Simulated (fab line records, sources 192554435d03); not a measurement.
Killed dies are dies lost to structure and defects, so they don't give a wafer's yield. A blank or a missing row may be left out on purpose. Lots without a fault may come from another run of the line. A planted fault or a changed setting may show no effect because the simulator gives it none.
Chamber matching | flow n5_finfet | N5_BEOL_M5_ETCH_75 on rie_diel-01: 4 sister chambers
The step etches underlayer in N2/H2, target depth 6.5 nm, time 5.2 s. 4 wafers are shown with their chamber, then 10 later ones without.

WAFERS WITH THEIR CHAMBER
wafer  | chamber | showerhead_plenum_p_Torr (Torr)
L086.2 | 1       | 2.57
L085.5 | 3       | 2.43
L089.1 | 2       | 2.53
L089.5 | 0       | 2.59

WAFERS WITHOUT THEIR CHAMBER
wafer  | showerhead_plenum_p_Torr (Torr)
L089.6 | 2.56
L093.2 | 2.58
L093.4 | 2.53
L093.5 | 2.53
L094.1 | 2.53
L094.2 | 2.56
L094.3 | 2.42
L095.2 | 2.56
L095.3 | 2.58
L095.5 | 2.52

WHICH CHAMBER EACH WENT THROUGH
wafer  | from the rows above     | in truth
L089.6 | 1                       | 1
L093.2 | can't be placed: 0 or 1 | 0
L093.4 | 2                       | 2
L093.5 | 2                       | 2
L094.1 | 2                       | 2
L094.2 | 1                       | 1
L094.3 | 3                       | 3
L095.2 | 1                       | 1
L095.3 | can't be placed: 0 or 1 | 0
L095.5 | 2                       | 2
Placed correctly: 8 of 10. Can't be placed from these rows: 2 (the true chamber is among the candidates in 2). Placed wrongly: 0.
How it was worked out, from the rows above alone: a wafer's distance from a chamber is the root of the sum, over the readings, of the square of ((its reading less the chamber's mean) divided by the reading's scatter). The wafer belongs to the nearest chamber; if the next one is less than 2 further off, it can't be placed. A chamber's mean is the mean of its shown wafers. The scatter: with one shown wafer a chamber, the root of the mean of the squares of how far each hidden wafer lies from its nearest shown one.
